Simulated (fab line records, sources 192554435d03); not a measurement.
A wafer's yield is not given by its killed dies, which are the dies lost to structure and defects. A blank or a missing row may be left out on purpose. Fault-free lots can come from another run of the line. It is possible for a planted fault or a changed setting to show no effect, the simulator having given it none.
8D (eight disciplines) problem report, filled in by code :: flow n5 finfet :: the parts of the form that need people (team, actions taken, sign-off) are left out

== 1. PROBLEM STATEMENT ==
Mean of trench depth nm at N5_STI_FIN_REVEAL_FIN_H_MEAS_10: 44.5 nm across 2 wafers in 2 lots; on wafers with no fault it is 52.1 nm (standard deviation 0.96). Relative to the usual mean, that is a shift of -7.9 standard deviations.
Earliest sighting: wafer L611.5 on ocd-01 at day 6 03:06. The record has a number at this step for 24 wafers belonging to 9 lots. By rule, "out" or "out of limits" means more than 4 standard deviations away from the usual mean. The other wafers with a number count as sound.

== 2. WHAT IT IS; WHAT IT IS NOT ==
question: which readings at this step
is: trench depth nm
is not: -

question: which lots
is: L611, L613
is not: L597, L601, L603, L605, L617, L619, L620

question: which wafers of those lots
is: L611.5, L613.2
is not: L611.1, L613.1, L613.4

question: read on which gauges
is: ocd-01, ocd-02
is not: -

question: when
is: from day 6 03:06
is not: up to then (11 sound wafers); but 11 sound wafers of L613, L617, L619, L620 came after

== 3. THE SUSPECTS, EACH WITH WHAT RULES IT OUT ==
Counting: a tool at a process step up to the reading stays a suspect if it ran every lot that is out. Sound lots after the first of them don't rule it out here, since some wafers of a struck lot are sound.
- the gauge at N5_STI_FIN_REVEAL_FIN_H_MEAS_10 is ruled out. The wafers that are out were read on 2 gauges (ocd-01, ocd-02).
- rie diel-05 at N5_STI_FIN_REVEAL_ETCHBACK_08 (etches SiO2 in C4F6/O2, target depth 30.5 nm, time 10.167 s): kept. It processed each lot that is out (first: L611, day 6 00:09); up to then, its last sound lot is L605 (day 4 10:57).
The count leaves rie diel-05 at N5_STI_FIN_REVEAL_ETCHBACK_08.

== 4. THE CAUSE (what the simulator had put in) ==
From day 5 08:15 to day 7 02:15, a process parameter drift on rie diel-05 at N5_STI_FIN_REVEAL_ETCHBACK_08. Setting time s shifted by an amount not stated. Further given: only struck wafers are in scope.
This tool alone remained once counting was done.

== 5. THE EFFECT CHAIN, in route order ==
One row per reading whose mean, taken over the struck wafers that have a number, lies over 3 standard deviations from the usual. Scope: only readings with a usual standard deviation given in the record; hours: median across lots of the time from each lot's start at the first step in this table that gives one to its start at this step; sigmas: change in usual standard deviations.
hours: 0
step: N5_STI_FIN_REVEAL_FIN_H_MEAS_10
reading: trench depth nm
usual: 52.1 nm
on struck wafers: 44.5
change: -7.6
sigmas: -7.9

hours: 164
step: N5_BEOL_M4_RC_MEAS_101
reading: DIBL_N
usual: 36.4 mV/V
on struck wafers: 85.5
change: +49.1
sigmas: +26

hours: 164
step: N5_BEOL_M4_RC_MEAS_101
reading: DIBL_P
usual: 35.8 mV/V
on struck wafers: 50.0
change: +14.2
sigmas: +6.7

hours: 164
step: N5_BEOL_M4_RC_MEAS_101
reading: IOFF_N
usual: 0.158 nA/um
on struck wafers: 14.155
change: +13.997
sigmas: +99 or more

hours: 164
step: N5_BEOL_M4_RC_MEAS_101
reading: IOFF_N_85C
usual: 3.1 nA/um
on struck wafers: 134.8
change: +131.8
sigmas: +99 or more

hours: 164
step: N5_BEOL_M4_RC_MEAS_101
reading: IOFF_N_LIN
usual: 0.073 nA/um
on struck wafers: 0.293
change: +0.220
sigmas: +20

hours: 164
step: N5_BEOL_M4_RC_MEAS_101
reading: IOFF_P
usual: 0.21 nA/um
on struck wafers: 1.92
change: +1.71
sigmas: +49

hours: 164
step: N5_BEOL_M4_RC_MEAS_101
reading: IOFF_P_85C
usual: 3.6 nA/um
on struck wafers: 23.4
change: +19.8
sigmas: +39

hours: 164
step: N5_BEOL_M4_RC_MEAS_101
reading: IOFF_P_LIN
usual: 0.101 nA/um
on struck wafers: 0.191
change: +0.089
sigmas: +6.9

hours: 164
step: N5_BEOL_M4_RC_MEAS_101
reading: ION_N
usual: 676 uA/um
on struck wafers: 620
change: -56
sigmas: -4.0

hours: 164
step: N5_BEOL_M4_RC_MEAS_101
reading: ION_P
usual: 465 uA/um
on struck wafers: 416
change: -48
sigmas: -5.0

hours: 164
step: N5_BEOL_M4_RC_MEAS_101
reading: REXT_N
usual: 75.0 ohm.um
on struck wafers: 83.5
change: +8.5
sigmas: +4.7

hours: 164
step: N5_BEOL_M4_RC_MEAS_101
reading: REXT_P
usual: 100.8 ohm.um
on struck wafers: 107.9
change: +7.1
sigmas: +3.2

hours: 164
step: N5_BEOL_M4_RC_MEAS_101
reading: SS_N
usual: 71.5 mV/dec
on struck wafers: 132.8
change: +61.3
sigmas: +93

hours: 164
step: N5_BEOL_M4_RC_MEAS_101
reading: SS_P
usual: 73.4 mV/dec
on struck wafers: 91.8
change: +18.4
sigmas: +26

hours: 279
step: N5_PASSIVATION_PROBE_49
reading: sort_bin_4_leakage
usual: 0.00 %
on struck wafers: 92.54
change: +92.54
sigmas: +99 or more

hours: 279
step: N5_PASSIVATION_PROBE_49
reading: sort n pass
usual: 1078
on struck wafers: 0
change: -1078
sigmas: -67

hours: 279
step: N5_PASSIVATION_PROBE_49
reading: sort yield pct
usual: 91.3 %
on struck wafers: 0.0
change: -91.3
sigmas: -70
Its process steps:
- N5_PASSIVATION_PROBE_49

== 6. HOW IT WOULD HAVE BEEN CAUGHT EARLIER ==
The first out-of-limits reading at a measuring or inspecting step in this record came at day 6 03:06, 19 hours after the fault's start at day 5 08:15.
An alarm limit of 4 standard deviations would not have fired on the tool readings at N5_STI_FIN_REVEAL_ETCHBACK_08 for which the record gives a usual standard deviation, since none of them was out on any struck wafer.
Lots out: 2; of these, L613 started N5_STI_FIN_REVEAL_ETCHBACK_08 on rie diel-05 after day 6 03:06. Had the tool been put on hold then, it would have been spared.
